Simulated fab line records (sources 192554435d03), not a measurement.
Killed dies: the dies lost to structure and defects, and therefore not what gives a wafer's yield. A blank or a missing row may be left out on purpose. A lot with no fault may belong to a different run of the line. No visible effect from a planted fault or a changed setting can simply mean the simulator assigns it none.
Struck lot and sound lot, side by side -- flow n5_finfet -- 16 steps out of a route of 1938
Sound: the wafers L758.4, L758.5, L758.6. Struck: wafers L766.4, L766.5 (left out: L766.1, a lot-mate that was not struck); the cause follows at the end.
At each step with rows: each side's tool, then ch and its chambers, then its first start. Under that, the readings that differ: sound wafers -- struck wafers -- difference of the means -- sigmas: that difference in standard deviations of wafers without a fault.
alike: readings whose means differ by less than 2 such deviations, and words and numbers that are the same on both sides. not compared: withheld readings, readings that some wafer has no value for, bounds like >300 that may hide the same value, and numbers for which the record gives no deviation and whose values overlap.
A row with sigmas, a row that says differs or no value, or rows on one side alone: a step with any of these is where the two part. Numbers that don't overlap but have no deviation are shown without sigmas and don't part them. A reading that every wafer of one side lacks parts them only if that side has two wafers or more.

first, 4 steps without rows for these wafers: N5_BEOL_M3_SOFTBAKE_23 (time 60 s); N5_BEOL_M3_EXPOSE_25 (exposes mask V2, defocus 5 nm); N5_BEOL_M3_PEB_26 (peb time 60 s); N5_BEOL_M3_DEVELOP_27 (develop time 30 s).
N5_BEOL_M3_CD_MEAS_28: target cd 25.7 nm, target cd y 23.3 nm.
  sound on cd_sem-01 ch 0, day 7 00:32; struck on cd_sem-03 ch 0, day 8 22:30
  alike: cd_nm
N5_BEOL_M3_OVL_MEAS_29:
  sound on overlay-02 ch 0, day 7 00:34; struck on overlay-01 ch 0, day 8 22:32
  alike: V2_OVL
N5_BEOL_M3_INSPECT_30: inspects for defects (brightfield).
  struck on defect_inspect-02, day 8 22:35; sound on defect_inspect-01, day 7 00:37
  alike: raw_defect_count
N5_BEOL_M3_DESCUM_33: chemistry O2, time 7 s.
  sound on rie_diel-03 ch 0,1,3, day 7 00:56; struck on rie_diel-06 ch 1, day 8 22:37
  alike: drypump_motor_current_A, oes_product_au, rf_vpp_V, showerhead_plenum_p_Torr, throttle_valve_pct
  not compared: rf_hours_counter_h
N5_BEOL_M3_ETCH_77: etches underlayer in N2/H2, target depth 6.5 nm, time 5.2 s.
  sound on rie_diel-03 ch 0,1,3, day 7 00:58; struck on rie_diel-06 ch 1, day 8 22:40
  alike: drypump_motor_current_A, etch_rf_on_time_s, oes_product_au, rf_fwd_power_W, rf_vpp_V, showerhead_plenum_p_Torr, throttle_valve_pct
  not compared: rf_hours_counter_h
N5_BEOL_M3_ETCH_69: etches SiARC in CF4, target depth 15.6 nm, time 26 s.
  sound on rie_diel-03 ch 0,1,3, day 7 00:59; struck on rie_diel-06 ch 1, day 8 22:41
  alike: drypump_motor_current_A, etch_rf_on_time_s, oes_product_au, rf_fwd_power_W, rf_vpp_V, showerhead_plenum_p_Torr, throttle_valve_pct
  not compared: rf_hours_counter_h
N5_BEOL_M3_ALD_98: deposits SiO2, target thk 2.5 nm, pulse time 1 s, co reactant pulse time 1 s.
  sound on ald_sin-01 ch 0,2,3, day 7 01:03; struck on ald_sin-04 ch 0,1, day 8 23:03
  alike: heater_power_w, precursor_pulse_height_rel
N5_BEOL_M3_ETCHBACK_99: etches SiO2 in CHF3, target depth 5 nm, time 10.4 s.
  sound on rie_diel-06 ch 0,1,3, day 7 03:28; struck on rie_diel-03 ch 1, day 9 01:52
  alike: CHF3_flow_sccm, drypump_motor_current_A, oes_product_au, rf_vpp_V, showerhead_plenum_p_Torr, throttle_valve_pct
  not compared: rf_hours_counter_h
N5_BEOL_M3_ETCH_70: etches SOC in N2/H2, target depth 80 nm, overetch 16 nm, time 120 s.
  sound on rie_diel-06 ch 0,1,3, day 7 03:30; struck on rie_diel-03 ch 1, day 9 01:54
reading,sound,struck,difference,sigmas
rf_fwd_power_W (W),832 836 836,633 639,-199,-66
rf_vpp_V (V),524.2 526.5 523.2,570.0 568.6,+44.7,+18
model.SiARC_of_BEOL_M3_COAT_68.thk_nm (nm),6.4 6.2 6.6,7 7,+1,
  alike: drypump_motor_current_A, oes_product_au, showerhead_plenum_p_Torr, throttle_valve_pct
  not compared: rf_hours_counter_h
then, 1 step without rows for these wafers: N5_BEOL_M3_STRIP_71 (strips in N2/H2).
N5_BEOL_M4_RC_MEAS_101:
  sound on prober-02 ch 0, day 7 18:58; struck on prober-01 ch 0, day 9 16:57
  alike: DIBL_N, DIBL_P, IOFF_N, IOFF_P, ION_N, ION_P, SS_N, SS_P, VT_N, VT_P
-- here the record skips 4 days between the struck wafers' starts before and after, leaving off in module BEOL_M4 and picking up in module PASSIVATION (first step shown: number 1936 of the route) --
N5_PASSIVATION_PROBE_49:
  struck on prober-02, day 13 21:53; sound on prober-02, day 11 22:53
reading,sound,struck,difference,sigmas
killed_at_M4_up,20 26 19,9 10,-12,-2
  alike: defect_limited_yield, killed_at_M0_to_M3, killed_at_contacts, killed_at_front_end, killed_at_other, killed_dies, killed_open, killed_short, sort_bin_5_function, sort_bin_6_memory, sort_bin_8_speed, sort_n_pass, sort_yield_pct

## WHERE THEY PART
Last at N5_PASSIVATION_PROBE_49 as far as this record goes, first at N5_BEOL_M3_ETCH_70.

WHY: the cause the simulator had injected
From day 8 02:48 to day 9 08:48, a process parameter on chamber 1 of rie_diel-03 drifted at N5_BEOL_M3_ETCH_70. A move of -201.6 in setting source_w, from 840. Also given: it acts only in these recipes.
